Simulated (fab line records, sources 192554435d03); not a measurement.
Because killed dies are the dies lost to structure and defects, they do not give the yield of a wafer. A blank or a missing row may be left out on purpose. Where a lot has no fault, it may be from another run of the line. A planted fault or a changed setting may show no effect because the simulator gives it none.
fab line records ; flow n5_finfet
record: lots: 6; wafers: 18; last_day: 17
route steps=1938 shown BEOL_M13@1661 PASSIVATION@1936
lots that met no fault: taken from a fault-free run of the same line
start_h: hours from the record's opening day to when the first of the lot's shown wafers began ; wait_h: hours since the lot's step before ; " repeats the value in the row above ; L1.1+2: one row covering several wafers at once ; - no value, or no start was given ; * or withheld: withheld ; < > ~ a bound
route shown NAME@n: names a module that has steps shown in the file, with the first one's number in the route ; usual: mean/standard deviation of fault-free wafers ; same: alike in all rows ; chamber/n: place in a boat ; sites: the reading at each site ; _std_site: how widely they spread, as a standard deviation ; _edge_site: mean of outer sites minus mean of inner sites ; radius_mm: how far each site lies from the wafer's centre ; mask NAME#n: copy n ; behind: tool/chamber where the wafer was last shaped ; hold: why the lot was held/for how many hours/how that ended ; device: which transistor (n, p or np) failed to switch ; end of line: tests of these same wafers at the route's end ; a step given without rows: its recipe and nothing more ; killed: the dies lost at the first sort to structure and to defects; this is not the yield of the wafer ; map: a wafer's dies, marking killed ones x, the rest . and places with no die _
set.NAME: the setting the step ran with; set.NAME@STEP: the setting that earlier step ran with ; model.NAME: the simulator's own value behind a step, which no gauge read
lots seen at some steps along the route; tables by step, rows by wafer
services: a tool's chamber out of use, with start hour (start_h, from the record's first day; less than 0 if before it), hours out, and reason
== steps ==
step: N5_BEOL_M13_COAT_58
recipe: resist: BARC; temp_c: 205; time_s: 60; spin_rpm: 1500; resist_thk_nm: 89
step: N5_BEOL_M13_COAT_04
recipe: spin_rpm: 1625; resist_thk_nm: 400
step: N5_BEOL_M13_EBR_06
recipe: solvent: PGMEA; ebr_width_mm: 1.5
step: N5_BEOL_M13_SOFTBAKE_05
recipe: temp_c: 130; time_s: 60
step: N5_BEOL_M13_EXPOSE_07
recipe: mask_id: V12; na: 0.93; source_shape: conventional; sigma_outer: 0.6; polarization: unpolarized; attpsm_phase_deg: 180; dose_mj: 24.8
step: N5_BEOL_M13_PEB_08
recipe: peb_temp_c: 130; peb_time_s: 90
step: N5_BEOL_M13_DEVELOP_09
recipe: develop_time_s: 45; rinse_liquid: diw; dry: air_spin; dev_temp_c: 21
step: N5_BEOL_M13_HARDBAKE_14
recipe: temp_c: 130; time_s: 120
step: N5_BEOL_M13_CD_MEAS_10
recipe: target_cd_nm: 190; landing_energy_ev: 500; detector: se_inlens; polarity: opening
usual: cd_nm: 190.0/1.1
lot.wafer;tool;chamber;start_h;wait_h;cd_nm
L576.1;cd_sem-02;0;240.73;-;187.9
L576.5;cd_sem-02;0;240.73;-;188.5
L576.6;cd_sem-02;0;240.73;-;188.8
L580.2;cd_sem-03;0;261.50;-;191.2
L580.3;cd_sem-03;0;261.50;-;189.4
L580.6;cd_sem-03;0;261.50;-;190.1
L588.2;cd_sem-02;0;310.84;-;189.2
L588.3;cd_sem-02;0;310.84;-;188.1
L588.4;cd_sem-02;0;310.84;-;188.0
L586.3;cd_sem-03;0;320.09;-;189.2
L586.4;cd_sem-03;0;320.09;-;189.5
L586.5;cd_sem-03;0;320.09;-;190.0
L590.1;cd_sem-02;0;320.33;-;189.1
L590.3;cd_sem-02;0;320.33;-;189.7
L590.4;cd_sem-02;0;320.33;-;189.1
L597.1;cd_sem-03;0;368.38;-;191.2
L597.3;cd_sem-03;0;368.38;-;192.1
L597.6;cd_sem-03;0;368.38;-;191.0
step: N5_BEOL_M13_OVL_MEAS_11
recipe: points_per_wafer: 44
usual: V12_OVL: -3/6
same: points_per_wafer: 44
lot.wafer;tool;chamber;start_h;wait_h;V12_OVL[nm]
L576.1;overlay-02;0;240.76;0.0;2
L576.5;overlay-02;0;240.76;0.0;-3
L576.6;overlay-02;0;240.76;0.0;6
L580.2;overlay-02;0;261.53;0.0;-7
L580.3;overlay-02;0;261.53;0.0;0
L580.6;overlay-02;0;261.53;0.0;-12
L588.2;overlay-01;0;310.87;0.0;3
L588.3;overlay-01;0;310.87;0.0;6
L588.4;overlay-01;0;310.87;0.0;4
L586.3;overlay-02;0;320.12;0.0;2
L586.4;overlay-02;0;320.12;0.0;-12
L586.5;overlay-02;0;320.12;0.0;-5
L590.1;overlay-02;0;320.36;0.0;-2
L590.3;overlay-02;0;320.36;0.0;-6
L590.4;overlay-02;0;320.36;0.0;-4
L597.1;overlay-02;0;368.41;0.0;-2
L597.3;overlay-02;0;368.41;0.0;-7
L597.6;overlay-02;0;368.41;0.0;-13
step: N5_BEOL_M13_INSPECT_12
recipe: mode: adi; inspect_instrument: macro
usual: raw_defect_count: 2.1/1.5
lot.wafer;tool;chamber;start_h;wait_h;raw_defect_count
L576.1;defect_inspect-01;-;240.79;0.0;2
L576.5;defect_inspect-01;-;240.79;0.0;0
L576.6;defect_inspect-01;-;240.79;0.0;6
L580.2;defect_inspect-01;-;261.55;0.0;2
L580.3;defect_inspect-01;-;261.55;0.0;4
L580.6;defect_inspect-01;-;261.55;0.0;0
L588.2;defect_inspect-01;-;310.89;0.0;3
L588.3;defect_inspect-01;-;310.89;0.0;3
L588.4;defect_inspect-01;-;310.89;0.0;4
L586.3;defect_inspect-02;-;320.15;0.0;1
L586.4;defect_inspect-02;-;320.15;0.0;2
L586.5;defect_inspect-02;-;320.15;0.0;1
L590.1;defect_inspect-02;-;320.39;0.0;3
L590.3;defect_inspect-02;-;320.39;0.0;0
L590.4;defect_inspect-02;-;320.39;0.0;3
L597.1;defect_inspect-01;-;368.43;0.0;4
L597.3;defect_inspect-01;-;368.43;0.0;3
L597.6;defect_inspect-01;-;368.43;0.0;2
step: N5_BEOL_M13_DESCUM_15
recipe: chemistry: O2; time_s: 7.9; source_power_w: 50; bias_power_w: 20; pressure_mtorr: 20; rf_frequency_hz: 2.712e+07; temp_c: 40; o2_flow_sccm: 225
usual: drypump_motor_current_A: 5.7/0.49; oes_product_au: 0.81/0.061; rf_vpp_V: 243.6/1.3; showerhead_plenum_p_Torr: 2.12/0.065; throttle_valve_pct: 20.38/0.16
lot.wafer;tool;chamber;start_h;wait_h;drypump_motor_current_A;oes_product_au;rf_hours_counter_h;rf_vpp_V;showerhead_plenum_p_Torr;throttle_valve_pct
L576.1;rie_diel-03;3;240.82;0.0;5.8;0.87;44;244.2;2.13;20.36
L576.5;rie_diel-03;3;240.82;0.0;5.7;0.88;-;243.6;2.13;20.34
L576.6;rie_diel-03;1;240.82;0.0;6.6;0.72;-;244.3;2.15;20.47
L580.2;rie_diel-02;0;261.59;0.0;6.1;0.74;168;244.7;2.17;20.06
L580.3;rie_diel-02;2;261.59;0.0;5.1;0.79;109;241.9;2.02;20.48
L580.6;rie_diel-02;0;261.59;0.0;6.1;0.74;-;244.5;2.17;20.07
L588.2;rie_diel-03;2;310.93;0.0;6.3;0.82;77;245.9;2.20;20.26
L588.3;rie_diel-03;1;310.93;0.0;6.6;0.69;243;244.7;2.14;20.52
L588.4;rie_diel-03;3;310.93;0.0;5.7;0.84;66;243.9;2.13;20.39
L586.3;rie_diel-03;3;320.84;0.7;5.7;0.84;69;242.9;2.12;20.37
L586.4;rie_diel-03;2;320.84;0.7;6.4;0.83;80;244.2;2.20;20.25
L586.5;rie_diel-03;2;320.84;0.7;6.4;0.83;-;244.0;2.20;20.24
L590.1;rie_diel-02;1;320.92;0.5;5.7;0.90;29;242.8;2.04;20.50
L590.3;rie_diel-02;0;320.92;0.5;6.1;0.72;189;244.2;2.16;20.08
L590.4;rie_diel-02;2;320.92;0.5;5.0;0.76;125;242.4;2.01;20.51
L597.1;rie_diel-01;2;368.47;0.0;4.8;0.78;138;242.3;2.01;20.25
L597.3;rie_diel-01;0;368.47;0.0;5.8;0.79;102;244.9;2.20;20.63
L597.6;rie_diel-01;0;368.47;0.0;5.8;0.78;-;243.5;2.20;20.62
step: N5_BEOL_M13_ETCH_59
recipe: chemistry: N2/H2; target: BARC; target_depth_a: 890; overetch_a: 267; time_s: 67.9; ion_energy_ev: 200; pressure_mtorr: 30; source_w: 840; bias_w: 150; n2_flow_sccm: 200; h2_flow_sccm: 200
usual: drypump_motor_current_A: 5.7/0.48; oes_product_au: 0.69/0.049; rf_vpp_V: 524.8/2.4; showerhead_plenum_p_Torr: 2.58/0.08; throttle_valve_pct: 17.79/0.14
lot.wafer;tool;chamber;start_h;wait_h;drypump_motor_current_A;oes_product_au;rf_hours_counter_h;rf_vpp_V;showerhead_plenum_p_Torr;throttle_valve_pct;model.coat_of_BEOL_M13_COAT_04.thk_nm
L576.1;rie_diel-03;3;240.86;0.0;5.8;0.75;44;525.4;2.58;17.74;316.2
L576.5;rie_diel-03;3;240.86;0.0;5.8;0.75;-;523.1;2.58;17.76;315.2
L576.6;rie_diel-03;1;240.86;0.0;6.6;0.62;-;525.7;2.62;17.94;320.8
L580.2;rie_diel-02;0;261.62;0.0;6.1;0.64;168;528.1;2.65;17.69;317.8
L580.3;rie_diel-02;2;261.62;0.0;5.1;0.67;109;519.7;2.46;17.88;317.2
L580.6;rie_diel-02;0;261.62;0.0;6.1;0.64;-;527.6;2.65;17.69;316.8
L588.2;rie_diel-03;2;310.96;0.0;6.4;0.70;77;528.9;2.70;17.79;318
L588.3;rie_diel-03;1;310.96;0.0;6.6;0.60;243;524.1;2.61;17.99;276.2
L588.4;rie_diel-03;3;310.96;0.0;5.7;0.72;66;525.7;2.57;17.78;315.6
L586.3;rie_diel-03;3;320.88;0.0;5.7;0.72;69;524.1;2.57;17.79;267.2
L586.4;rie_diel-03;2;320.88;0.0;6.4;0.70;80;527.1;2.70;17.81;316.8
L586.5;rie_diel-03;2;320.88;0.0;6.4;0.70;-;527.7;2.70;17.80;315.6
L590.1;rie_diel-02;1;320.96;0.0;5.8;0.76;29;521.7;2.49;17.88;318.8
L590.3;rie_diel-02;0;320.96;0.0;6.1;0.62;189;525.5;2.64;17.72;319.2
L590.4;rie_diel-02;2;320.96;0.0;5.1;0.66;125;521.8;2.45;17.91;317.6
L597.1;rie_diel-01;2;368.50;0.0;4.8;0.66;138;519.7;2.44;17.58;313.2
L597.3;rie_diel-01;0;368.50;0.0;5.8;0.68;102;528.5;2.66;17.95;314.6
L597.6;rie_diel-01;0;368.50;0.0;5.8;0.67;-;527.4;2.66;17.95;316.4
step: N5_BEOL_M13_VIA_ETCH_16
recipe: chemistry: C4F8/O2/Ar; target: SiOC; pressure_mtorr: 30; source_w: 3000; bias_w: 700; Ar_flow_sccm: 400; C4F8_flow_sccm: 15; O2_flow_sccm: 8; he_inner_torr: 15; he_outer_torr: 30; target_depth_a: 9217; time_s: withheld; ion_energy_ev: 250; ends: cleared
usual: drypump_motor_current_A: 5.7/0.48; he_inner_torr: 15.001/0.029; oes_product_au: 0.73/0.054; rf_vpp_V: 666.8/2.8; showerhead_plenum_p_Torr: 3.46/0.099; throttle_valve_pct: 24.14/0.19
lot.wafer;tool;chamber;start_h;wait_h;drypump_motor_current_A;he_inner_torr;oes_product_au;rf_vpp_V;showerhead_plenum_p_Torr;throttle_valve_pct;model.coat_of_BEOL_M13_COAT_04.thk_nm
L576.1;rie_diel-03;3;240.91;0.0;5.8;14.972;0.79;667.3;3.47;24.10;70.4
L576.5;rie_diel-03;3;240.91;0.0;5.8;14.980;0.80;667.4;3.47;24.09;67.4
L576.6;rie_diel-03;1;240.91;0.0;6.6;14.967;0.65;668.4;3.50;24.22;72.4
L580.2;rie_diel-02;0;261.67;0.0;6.1;15.010;0.67;669.8;3.53;23.77;72.6
L580.3;rie_diel-02;2;261.67;0.0;5.1;14.914;0.70;663.3;3.31;24.28;71.4
L580.6;rie_diel-02;0;261.67;0.0;6.1;15.019;0.67;668.9;3.52;23.77;68.6
L588.2;rie_diel-03;2;311.01;0.0;6.4;14.992;0.74;669.7;3.59;24.03;72.8
L588.3;rie_diel-03;1;311.01;0.0;6.6;14.946;0.63;667.7;3.49;24.24;32.6
L588.4;rie_diel-03;3;311.01;0.0;5.7;15.030;0.77;667.0;3.46;24.12;66.4
L586.3;rie_diel-03;3;320.93;0.0;5.8;15.015;0.76;667.1;3.46;24.13;17.4
L586.4;rie_diel-03;2;320.93;0.0;6.4;15.038;0.74;670.3;3.59;24.05;71
L586.5;rie_diel-03;2;320.93;0.0;6.4;15.014;0.74;671.3;3.59;24.06;67.2
L590.1;rie_diel-02;1;321.01;0.0;5.8;15.019;0.82;664.0;3.36;24.36;74.2
L590.3;rie_diel-02;0;321.01;0.0;6.1;15.009;0.66;669.1;3.51;23.79;67.4
L590.4;rie_diel-02;2;321.01;0.0;5.1;14.995;0.69;663.8;3.30;24.28;69.6
L597.1;rie_diel-01;2;368.56;0.0;4.9;15.038;0.69;661.1;3.28;23.91;69.6
L597.3;rie_diel-01;0;368.56;0.0;5.8;14.995;0.71;668.9;3.58;24.42;68.6
L597.6;rie_diel-01;0;368.56;0.0;5.8;15.005;0.71;670.4;3.58;24.41;63.8
step: N5_BEOL_M13_STRIP_63
recipe: chemistry: N2/H2; power_w: 1000; temp_c: 250; h2_frac: 0.65; overash_fraction: 0.3; pressure_mtorr: 1000; n2_flow_sccm: 1750; h2_flow_sccm: 3250
usual: drypump_motor_current_A: 5.9/0.47; heater_power_w: 369/27; oes_product_au: 0.675/0.0049; strip_time_to_endpoint_s: 28.0/0.99
same: overash_fraction: 0.3
lot.wafer;tool;chamber;start_h;wait_h;drypump_motor_current_A;heater_power_w;oes_product_au;rf_hours_counter_h;strip_time_to_endpoint_s
L576.1;plasma_asher-02;1;241.14;-;6.2;382;0.674;107;27.8
L576.5;plasma_asher-02;0;241.14;-;5.5;394;0.669;-;26.9
L576.6;plasma_asher-02;1;241.14;-;6.2;383;0.681;-;28.4
L580.2;plasma_asher-02;1;261.91;-;6.2;382;0.676;112;28.4
L580.3;plasma_asher-02;1;261.91;-;6.2;378;0.668;-;28.1
L580.6;plasma_asher-02;1;261.91;-;6.2;374;0.682;-;27.3
L588.2;plasma_asher-01;0;311.25;-;6.6;380;0.665;96;28.5
L588.3;plasma_asher-01;0;311.25;-;6.6;380;0.646;-;15.9
L588.4;plasma_asher-01;1;311.25;-;5.4;322;0.667;-;26.6
L586.3;plasma_asher-02;0;321.18;-;5.5;389;0.521;-;10.5
L586.4;plasma_asher-02;1;321.18;-;6.2;376;0.681;-;28.0
L586.5;plasma_asher-02;1;321.18;-;6.2;371;0.672;-;26.8
L590.1;plasma_asher-01;0;321.24;-;6.6;380;0.667;98;28.9
L590.3;plasma_asher-01;1;321.24;-;5.4;320;0.676;-;26.9
L590.4;plasma_asher-01;0;321.24;-;6.6;376;0.678;-;27.5
L597.1;plasma_asher-02;0;368.79;-;5.5;383;0.680;131;27.6
L597.3;plasma_asher-02;0;368.79;-;5.5;389;0.669;-;27.3
L597.6;plasma_asher-02;1;368.79;-;6.2;377;0.666;-;25.8
step: N5_BEOL_M13_STRIP_64
recipe: chemistry: N2/H2; power_w: 1000; temp_c: 250; h2_frac: 0.65; overash_fraction: 0.3; pressure_mtorr: withheld; n2_flow_sccm: 1750; h2_flow_sccm: 3250
usual: drypump_motor_current_A: 5.9/0.47; heater_power_w: 368/27; oes_product_au: 0.714/0.0044; strip_time_to_endpoint_s: 31.35/0.085
same: overash_fraction: 0.3
lot.wafer;tool;chamber;start_h;wait_h;drypump_motor_current_A;heater_power_w;oes_product_au;rf_hours_counter_h;strip_time_to_endpoint_s
L576.1;plasma_asher-02;1;241.20;0.0;6.1;378;0.704;107;31.43
L576.5;plasma_asher-02;0;241.20;0.0;5.5;383;0.722;-;31.47
L576.6;plasma_asher-02;1;241.20;0.0;6.2;375;0.702;-;31.45
L580.2;plasma_asher-02;1;261.97;0.0;6.1;375;0.719;112;31.31
L580.3;plasma_asher-02;1;261.97;0.0;6.1;371;0.711;-;31.30
L580.6;plasma_asher-02;1;261.97;0.0;6.2;383;0.709;-;31.28
L588.2;plasma_asher-01;0;311.31;0.0;6.6;378;0.724;96;31.28
L588.3;plasma_asher-01;0;311.31;0.0;6.6;375;0.716;-;31.23
L588.4;plasma_asher-01;1;311.31;0.0;5.5;321;0.714;-;31.25
L586.3;plasma_asher-02;0;321.24;0.0;5.5;399;0.716;-;31.15
L586.4;plasma_asher-02;1;321.24;0.0;6.2;379;0.715;-;31.14
L586.5;plasma_asher-02;1;321.24;0.0;6.2;374;0.701;-;31.22
L590.1;plasma_asher-01;0;321.30;0.0;6.6;379;0.715;98;31.21
L590.3;plasma_asher-01;1;321.30;0.0;5.5;313;0.712;-;31.31
L590.4;plasma_asher-01;0;321.30;0.0;6.6;386;0.709;-;31.25
L597.1;plasma_asher-02;0;368.85;0.0;5.5;395;0.719;131;31.30
L597.3;plasma_asher-02;0;368.85;0.0;5.4;385;0.709;-;31.36
L597.6;plasma_asher-02;1;368.85;0.0;6.2;373;0.713;-;31.41
step: N5_BEOL_M13_STRIP_71
recipe: chemistry: post_etch_residue_remover; time_s: 60; temp_c: 25; remover_ph: withheld; remover_water_wt_pct: withheld; remover_fluoride_wt_pct: withheld
step: N5_BEOL_M13_SRD_72
recipe: time_s: 30; temp_c: 23; rinse_liquid: diw; dry: n2_spin; spin_rpm: 1500; dry_time_s: 30
step: N5_BEOL_M13_CD_MEAS_17
recipe: target_cd_nm: 190; polarity: opening
usual: cd_nm: 190.3/1.3
lot.wafer;tool;chamber;start_h;wait_h;cd_nm
L576.1;cd_sem-01;-;241.35;0.0;188.7
L576.5;cd_sem-01;-;241.35;0.0;189.0
L576.6;cd_sem-01;-;241.35;0.0;188.4
L580.2;cd_sem-02;-;262.12;0.0;191.5
L580.3;cd_sem-02;-;262.12;0.0;189.8
L580.6;cd_sem-02;-;262.12;0.0;190.8
L588.2;cd_sem-03;-;311.46;0.0;189.3
L588.3;cd_sem-03;-;311.46;0.0;197.3
L588.4;cd_sem-03;-;311.46;0.0;189.9
L586.3;cd_sem-03;-;321.37;0.0;200.3
L586.4;cd_sem-03;-;321.37;0.0;190.0
L586.5;cd_sem-03;-;321.37;0.0;190.6
L590.1;cd_sem-01;-;321.45;0.0;189.0
L590.3;cd_sem-01;-;321.45;0.0;189.9
L590.4;cd_sem-01;-;321.45;0.0;189.4
L597.1;cd_sem-02;-;369.04;0.0;192.3
L597.3;cd_sem-02;-;369.04;0.0;192.6
L597.6;cd_sem-02;-;369.04;0.0;192.0
step: N5_BEOL_M13_COAT_65
recipe: resist: SOC; temp_c: 250; time_s: 60; spin_rpm: 1500; resist_thk_nm: 350
step: N5_PASSIVATION_PROBE_49
usual: defect_limited_yield: 91.3/1.4; killed_at_M0_to_M3: 34/10; killed_at_M4_up: 13/4.8; killed_at_contacts: 12/6.1; killed_at_front_end: 40/11; killed_at_other: 3.7/2.8; killed_dies: 103/16; killed_open: 67/12; killed_short: 34/7.4; sort_bin_5_function: 5.1/0.95; sort_bin_6_memory: 3.2/0.62; sort_n_pass: 1077/16; sort_yield_pct: 91.3/1.4
same: gross_dies: 1180; killed_at_back_side: 0; sort_bin_4_leakage[%]: 0; sort_bin_8_speed[%]: 0
lot.wafer;tool;chamber;start_h;wait_h;defect_limited_yield[%];killed_at_M0_to_M3;killed_at_M4_up;killed_at_contacts;killed_at_front_end;killed_at_other;killed_dies;killed_open;killed_short;sort_bin_5_function[%];sort_bin_6_memory[%];sort_n_pass;sort_yield_pct[%]
L576.1;prober-01;-;271.41;0.0;90.9;50;12;8;27;10;107;80;27;5.4;3.2;1073;90.9
L576.5;prober-01;-;271.61;0.2;89.7;26;21;13;55;7;122;85;37;6.4;3.7;1058;89.7
L576.6;prober-01;-;271.66;0.3;91.7;25;10;6;54;3;98;67;31;4.5;3.6;1082;91.7
L597.1;prober-02;-;400.44;0.0;90.8;45;15;9;37;2;108;67;40;5.3;3.6;1072;90.8
L597.3;prober-02;-;400.54;0.1;92.4;23;17;15;34;1;90;52;32;3.9;3.6;1090;92.4
L597.6;prober-02;-;400.69;0.3;90.6;48;18;17;28;0;111;57;52;5.9;3.1;1069;90.6
killed by level:class
L576.1 BEOL_M2:geometric_particle:open=11 BEOL_M0_SAQP:geometric_particle:short=10 BEOL_M3:geometric_particle:open=10 STI_FIN_REVEAL:geometric_particle:open=9 MOL_CONTACT_COAG:geometric_particle:open=8 BEOL_M0_SAQP:geometric_particle:open=8 FIN_SAQP:geometric_particle:open=6 BEOL_M4:geometric_particle:open=6
L576.5 STI_FIN_REVEAL:geometric_particle:open=14 FIN_SAQP:geometric_particle:open=11 MOL_CONTACT_COAG:geometric_particle:open=10 STARTING-WAFER:geometric_particle:open=6 BEOL_M7:geometric_particle:open=6 STI_FIN_REVEAL:geometric_particle:short=5 BEOL_M4:geometric_particle:open=5 STARTING-WAFER:geometric_particle:short=5
L576.6 STI_FIN_REVEAL:geometric_particle:open=23 STI_FIN_REVEAL:geometric_particle:short=7 DUMMY_GATE:geometric_particle:open=5 MOL_CONTACT_COAG:geometric_particle:open=5 BEOL_M0_SAQP:geometric_particle:short=5 BEOL_M0:geometric_particle:open=4 GATE_CUT:geometric_particle:short=3 GATE_CUT:geometric_particle:open=3
L597.1 BEOL_M0_SAQP:geometric_particle:short=14 BEOL_M0_SAQP:geometric_particle:open=11 FIN_SAQP:geometric_particle:short=8 MOL_CONTACT_COAG:geometric_particle:open=8 BEOL_M4:geometric_particle:open=8 STI_FIN_REVEAL:geometric_particle:open=7 BEOL_M3:geometric_particle:open=7 BEOL_M2:geometric_particle:open=6
L597.3 MOL_CONTACT_COAG:geometric_particle:open=15 GATE_CUT:geometric_particle:short=8 BEOL_M0_SAQP:geometric_particle:open=7 DUMMY_GATE:geometric_particle:open=6 BEOL_M4:geometric_particle:short=6 BEOL_M4:geometric_particle:open=5 BEOL_M1:geometric_particle:open=4 FIN_SAQP:geometric_particle:short=3
L597.6 BEOL_M0_SAQP:geometric_particle:short=17 MOL_CONTACT_COAG:geometric_particle:open=13 BEOL_M0_SAQP:geometric_particle:open=10 FIN_SAQP:geometric_particle:short=7 BEOL_M5:geometric_particle:open=7 BEOL_M1:geometric_particle:short=6 GATE_CUT:geometric_particle:short=5 STI_FIN_REVEAL:geometric_particle:open=4
== services ==
tool;chamber;start_h;hours;kind
rie_diel-02;-;219.04;0.7;repair
rie_diel-03;2;224.91;9.3;repair
plasma_asher-01;-;232.71;0.5;repair
rie_diel-03;0;240.51;12.8;repair
rie_diel-02;3;256.42;2.8;repair
rie_diel-02;3;259.42;-;clean
rie_diel-02;3;259.42;-;consumable_replace:focus_ring
rie_diel-02;3;259.42;25.7;scheduled_down
rie_diel-02;3;259.42;25.7;vent_cycle
rie_diel-02;2;267.02;6.3;repair
rie_diel-01;0;301.30;18.0;repair
rie_diel-01;2;304.72;3.9;repair
rie_diel-02;-;315.20;0.5;repair
plasma_asher-02;-;332.21;4.7;repair
rie_diel-02;2;334.70;5.6;repair
plasma_asher-01;-;337.48;0.4;repair
rie_diel-03;1;340.21;-;clean
rie_diel-03;1;340.21;-;consumable_replace:focus_ring
rie_diel-03;1;340.21;20.5;scheduled_down
rie_diel-03;1;340.21;20.5;vent_cycle
rie_diel-03;-;349.76;2.8;pm
rie_diel-03;2;355.42;7.3;repair
rie_diel-02;1;363.63;4.7;repair
== key ==
first_sign: step: N5_BEOL_M13_STRIP_63; reading: oes_product_au; direction: down; sigmas: 19; usual: 0.675; struck: 0.584
effect: step: N5_BEOL_M13_STRIP_63; reading: strip_time_to_endpoint_s; direction: down; sigmas: 15; usual: *; struck: *
effect: step: N5_BEOL_M13_CD_MEAS_17; reading: cd_nm; direction: up; sigmas: 6.7; usual: 190.3; struck: 198.8
model_effect: step: N5_BEOL_M13_ETCH_59; value: coat_of_BEOL_M13_COAT_04.thk_nm; without: 316.9; struck: 271.7
model_effect: step: N5_BEOL_M13_VIA_ETCH_16; value: coat_of_BEOL_M13_COAT_04.thk_nm; without: 70.3; struck: 25
met_at N5_BEOL_M13_ETCH_59
struck_wafers L586.3,L588.3
onset_between 240.86 310.96
fault: kind: process_parameter_drift; tool: rie_diel-03; chamber: -; onset_h: 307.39; steps: N5_BEOL_M13_ETCH_59; channel: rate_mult; offset: 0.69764; shape: step; end_h: 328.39; scope: struck_wafers_only
